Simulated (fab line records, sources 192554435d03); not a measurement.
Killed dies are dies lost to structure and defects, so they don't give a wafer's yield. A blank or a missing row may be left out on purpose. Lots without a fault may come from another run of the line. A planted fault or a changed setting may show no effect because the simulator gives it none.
Which tool did it? | flow n5_finfet | 12 lots, 36 wafers sampled, at 1 step of a route of 1938

WHAT THE GAUGES READ, wafer by wafer
N5_ZERO_LAYER_INSPECT_20: inspects for defects (darkfield).
lot  | measured    | on                | raw_defect_count
L075 | day 1 19:24 | defect_inspect-02 | 13 27 30
L077 | day 2 07:16 | defect_inspect-01 | 41 35 31
L079 | day 2 19:16 | defect_inspect-01 | 51 81 104
L081 | day 3 07:23 | defect_inspect-01 | 24 30 22
L083 | day 3 19:15 | defect_inspect-02 | 25 23 28
L085 | day 4 07:23 | defect_inspect-02 | 60 52 57
L087 | day 4 19:24 | defect_inspect-01 | 112 121 87
L089 | day 5 07:23 | defect_inspect-01 | 28 35 23
L091 | day 5 19:23 | defect_inspect-02 | 41 21 49
L093 | day 6 07:24 | defect_inspect-01 | 38 27 12
L095 | day 6 19:15 | defect_inspect-01 | 79 37 37
L097 | day 7 07:16 | defect_inspect-02 | 30 30 24

WHICH TOOL RAN EACH LOT (tool, then ch and the chambers of the sampled wafers, then the start)
The record holds no process step before these readings.

THE ANSWER, worked out from the rows above alone
Rule: what is usual is taken from the lots themselves. Put in order of their means at a reading, lots are off if they are a third of the lots or fewer, leave a main group of 4 or more, and stand apart from it by a gap of 3 or more times the standard deviation of the main group's means; of several such gaps the widest counts. A main group whose means are all the same, to the digits that the tables above print for the reading, isn't used. A lot without any number at a reading at which 4 lots or more have one is off too. The other lots that the step has rows for count as sound.
No lot is off at any reading shown: from this, nothing can be told.

WHAT THE SIMULATOR HAD PUT IN
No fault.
